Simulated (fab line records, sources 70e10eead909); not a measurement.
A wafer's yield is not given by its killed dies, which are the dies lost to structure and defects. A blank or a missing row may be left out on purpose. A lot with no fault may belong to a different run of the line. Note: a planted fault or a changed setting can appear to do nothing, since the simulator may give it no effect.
Struck lot and sound lot, side by side | flow nandHarc | 39 out of 1302 route steps
Sound: these wafers, L674.4, L674.5, L674.6. Struck: wafer L691.2 (left out: L691.1, L691.6 of the same lot, which were not struck); the cause appears at the end.
Per side, at each step with rows, come the tool, then ch with its chambers, and then its first start. Under that, the readings that differ: sound wafers | struck wafers | difference of the means | sigmas: that difference in standard deviations of wafers without a fault.
alike: words and numbers the same on both sides, and readings whose means are apart by under 2 such deviations; not compared: readings that were withheld, readings missing a value for some wafer, numbers with overlapping values and no deviation given by the record, and bounds like >300 which may hide the same value.
Wherever a step has rows on one side only, a row that says differs or no value, or a row with sigmas, the two part there. When numbers do not overlap yet have no deviation, they are printed without sigmas and do not part them. Lack of a reading on every wafer of one side parts them only where that side has two or more wafers.

first, 10 steps without rows for these wafers: NHARC_A_STAIRCASE_EXPOSE_181 (exposes mask STAIR 2); NHARC_A_STAIRCASE_PEB_182 (peb time 130 s); NHARC_A_STAIRCASE_DEVELOP_183 (time 140 s); NHARC_A_STAIRCASE_HARDBAKE_185 (time 140 s); NHARC_A_STAIRCASE_DESCUM_186 (chemistry O2, time 3 s); NHARC_A_STAIRCASE_TRIM_187 (chemistry O2, time 211.2 s); NHARC_A_STAIRCASE_ETCH_188 (etches the open film in C4F8/O2, target depth 100 nm, time 40.5 s); NHARC_A_STAIRCASE_TRIM_189 (chemistry O2, time 211.2 s); NHARC_A_STAIRCASE_ETCH_190 (etches the open film in C4F8/O2, target depth 100 nm, time 40.5 s); NHARC_A_STAIRCASE_TRIM_191 (chemistry O2, time 211.2 s).
NHARC_A_STAIRCASE_ETCH_192: etches the open film in C4F8/O2, target depth 100 nm, time 40.5 s.
  sound: rieDiel-11 ch 0,1,3; struck: rieDiel-13 ch 1
  alike: oesProductAu, rfVppV
  not compared: rfHoursCounterH
NHARC_A_STAIRCASE_TRIM_193: chemistry O2, time 211.2 s.
  sound on rieDiel-11 ch 2,3, day 17 04:14; struck on rieDiel-13 ch 2, day 24 06:06
  alike: drypumpMotorCurrentA, oesProductAu, rfVppV, showerheadPlenumPTorr, throttleValvePct
  not compared: rfHoursCounterH
then, 3 steps without rows for these wafers: NHARC_A_STAIRCASE_ETCH_194 (etches the open film in C4F8/O2, target depth 100 nm, time 40.5 s); NHARC_A_STAIRCASE_TRIM_196 (chemistry O2, time 211.2 s); NHARC_A_STAIRCASE_ETCH_197 (etches the open film in C4F8/O2, target depth 100 nm, time 40.5 s).
NHARC_A_STAIRCASE_TRIM_198: chemistry O2, time 211.2 s.
  sound: rieDiel-11 ch 0,2,3; struck: rieDiel-02 ch 0
reading    | sound          | struck | difference | sigmas
rfVppV (V) | 56.9 58.1 56.2 | 58.8   | +1.7       | +2
  alike: drypumpMotorCurrentA, oesProductAu, showerheadPlenumPTorr, throttleValvePct
  not compared: rfHoursCounterH
NHARC_A_STAIRCASE_ETCH_199: etches the open film in C4F8/O2, target depth 100 nm, time 40.5 s.
  sound: rieDiel-11 ch 2,3; struck: rieDiel-02 ch 2
  alike: oesProductAu, rfVppV
  not compared: rfHoursCounterH
then, 3 steps without rows for these wafers: NHARC_A_STAIRCASE_TRIM_200 (chemistry O2, time 211.2 s); NHARC_A_STAIRCASE_ETCH_201 (etches the open film in C4F8/O2, target depth 100 nm, time 40.5 s); NHARC_A_STAIRCASE_TRIM_202 (chemistry O2, time 211.2 s).
NHARC_A_STAIRCASE_ETCH_203: etches the open film in C4F8/O2, target depth 100 nm, time 40.5 s.
  sound: rieDiel-11 ch 0,2,3; struck: rieDiel-02 ch 0
  alike: oesProductAu, rfVppV
  not compared: rfHoursCounterH
then, 16 steps without rows for these wafers: NHARC_A_STAIRCASE_STRIP_205 (strips in O2); NHARC_A_STAIRCASE_STRIP_206 (strips in SPM, time 900 s); NHARC_A_STAIRCASE_PRECLEAN_207 (cleans in SC1); NHARC_A_STAIRCASE_SRD_208; NHARC_A_STAIRCASE_DEHYDRATE_209 (time 120 s); NHARC_A_STAIRCASE_HMDS_210 (time 30 s); NHARC_A_STAIRCASE_COAT_211; NHARC_A_STAIRCASE_SOFTBAKE_212 (time 170 s); NHARC_A_STAIRCASE_EBR_213; NHARC_A_STAIRCASE_EXPOSE_214 (exposes mask STAIR 3); NHARC_A_STAIRCASE_PEB_215 (peb time 130 s); NHARC_A_STAIRCASE_DEVELOP_216 (time 140 s); NHARC_A_STAIRCASE_HARDBAKE_218 (time 140 s); NHARC_A_STAIRCASE_DESCUM_219 (chemistry O2, time 3 s); NHARC_A_STAIRCASE_TRIM_220 (chemistry O2, time 211.2 s); NHARC_A_STAIRCASE_ETCH_221 (etches the open film in C4F8/O2, target depth 100 nm, time 40.5 s).
NHARC_A_STAIRCASE_TRIM_222: chemistry O2, time 211.2 s.
  sound: rieDiel-13 ch 0,1; struck: rieDiel-13 ch 2
  alike: drypumpMotorCurrentA, oesProductAu, rfVppV, showerheadPlenumPTorr, throttleValvePct
  not compared: rfHoursCounterH
-- break in the record here, with 9 days between the starts of the struck wafers on either side (left off in module A_STAIRCASE, picked up again in module END, where the first step shown is number 1302 on the route) --
NHARC_END_SORT_01:
  the record has rows for the struck wafers here (prober-02 ch 0, day 33 04:29) and none for the sound ones

WHERE THEY PART
At NHARC_A_STAIRCASE_TRIM_198 first; at NHARC_END_SORT_01 last (within this record only).

WHY: the cause the simulator had injected
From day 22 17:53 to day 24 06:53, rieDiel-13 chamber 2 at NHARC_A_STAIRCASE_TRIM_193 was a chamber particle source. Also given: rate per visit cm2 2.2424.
